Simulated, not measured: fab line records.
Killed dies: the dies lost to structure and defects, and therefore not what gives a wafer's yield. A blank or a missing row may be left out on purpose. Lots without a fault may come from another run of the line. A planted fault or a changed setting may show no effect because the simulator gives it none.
Matching of chambers :: flow n5_finfet :: N5_BEOL_M1_ILD_DEP_00 on pecvd-02: 3 sister chambers
The step deposits SiOC from DEMS/O2, target thk 79 nm, time 15.3 s. 16 wafers are shown with their chamber, then 8 later ones without.

WAFERS WITH THEIR CHAMBER
wafer: L076.1
chamber: 1
heater_power_w (W): 393
throttle_valve_pct (%): 12.4
rf_fwd_power_W (W): 496.3

wafer: L076.2
chamber: 2
heater_power_w (W): 471
throttle_valve_pct (%): 11.3
rf_fwd_power_W (W): 494.4

wafer: L076.5
chamber: 1
heater_power_w (W): 391
throttle_valve_pct (%): 12.2
rf_fwd_power_W (W): 496.7

wafer: L078.2
chamber: 1
heater_power_w (W): 413
throttle_valve_pct (%): 12.1
rf_fwd_power_W (W): 496.0

wafer: L078.4
chamber: 2
heater_power_w (W): 522
throttle_valve_pct (%): 11.4
rf_fwd_power_W (W): 494.3

wafer: L078.5
chamber: 0
heater_power_w (W): 589
throttle_valve_pct (%): 11.4
rf_fwd_power_W (W): 491.1

wafer: L080.1
chamber: 0
heater_power_w (W): 595
throttle_valve_pct (%): 11.6
rf_fwd_power_W (W): 490.8

wafer: L080.3
chamber: 1
heater_power_w (W): 368
throttle_valve_pct (%): 12.2
rf_fwd_power_W (W): 495.5

wafer: L080.6
chamber: 1
heater_power_w (W): 362
throttle_valve_pct (%): 12.4
rf_fwd_power_W (W): 494.5

wafer: L084.1
chamber: 1
heater_power_w (W): 405
throttle_valve_pct (%): 12.1
rf_fwd_power_W (W): 497.4

wafer: L084.3
chamber: 0
heater_power_w (W): 581
throttle_valve_pct (%): 11.6
rf_fwd_power_W (W): 491.1

wafer: L084.6
chamber: 1
heater_power_w (W): 413
throttle_valve_pct (%): 11.9
rf_fwd_power_W (W): 494.6

wafer: L085.1
chamber: 1
heater_power_w (W): 346
throttle_valve_pct (%): 12.1
rf_fwd_power_W (W): 493.6

wafer: L085.2
chamber: 2
heater_power_w (W): 537
throttle_valve_pct (%): 11.2
rf_fwd_power_W (W): 495.6

wafer: L085.6
chamber: 1
heater_power_w (W): 355
throttle_valve_pct (%): 12.3
rf_fwd_power_W (W): 495.1

wafer: L087.3
chamber: 2
heater_power_w (W): 474
throttle_valve_pct (%): 11.3
rf_fwd_power_W (W): 495.0

SIGNATURES (means of the wafers above)
reading: heater_power_w
chamber 0: 588.33
chamber 1: 382.89
chamber 2: 501.00
scatter within a chamber: 25.9

reading: throttle_valve_pct
chamber 0: 11.533
chamber 1: 12.189
chamber 2: 11.300
scatter within a chamber: 0.14

reading: rf_fwd_power_W
chamber 0: 491.000
chamber 1: 495.522
chamber 2: 494.825
scatter within a chamber: 0.987
Rule: a wafer lies at a distance from a chamber equal to the root of the sum of squares, over the readings, of (its reading less the chamber's mean, divided by the reading's scatter). If the next closest chamber is less than 2 further off than the closest, the wafer can't be placed; otherwise it belongs to the closest. How the scatter is found: for the shown wafers, subtract from each reading the mean of its chamber, square and add these, divide the total by (wafers less chambers), then take the root.

WAFERS WITH NO CHAMBER GIVEN
wafer: L087.5
heater_power_w (W): 399
throttle_valve_pct (%): 12.4
rf_fwd_power_W (W): 495.2

wafer: L087.6
heater_power_w (W): 474
throttle_valve_pct (%): 11.1
rf_fwd_power_W (W): 495.1

wafer: L095.2
heater_power_w (W): 359
throttle_valve_pct (%): 12.4
rf_fwd_power_W (W): 498.7

wafer: L095.3
heater_power_w (W): 531
throttle_valve_pct (%): 11.4
rf_fwd_power_W (W): 495.7

wafer: L095.5
heater_power_w (W): 364
throttle_valve_pct (%): 12.4
rf_fwd_power_W (W): 496.6

wafer: L097.1
heater_power_w (W): 359
throttle_valve_pct (%): 12.5
rf_fwd_power_W (W): 494.6

wafer: L097.2
heater_power_w (W): 520
throttle_valve_pct (%): 11.3
rf_fwd_power_W (W): 493.9

wafer: L097.3
heater_power_w (W): 587
throttle_valve_pct (%): 11.7
rf_fwd_power_W (W): 492.0

THE CHAMBER EACH PASSED THROUGH
wafer: L087.5
from the rows above: 1
in truth: 1

wafer: L087.6
from the rows above: 2
in truth: 2

wafer: L095.2
from the rows above: 1
in truth: 1

wafer: L095.3
from the rows above: 2
in truth: 2

wafer: L095.5
from the rows above: 1
in truth: 1

wafer: L097.1
from the rows above: 1
in truth: 1

wafer: L097.2
from the rows above: 2
in truth: 2

wafer: L097.3
from the rows above: 0
in truth: 0
Correct placement for 8 of the 8. Can't be placed from these rows: 0. 0 placed wrongly.
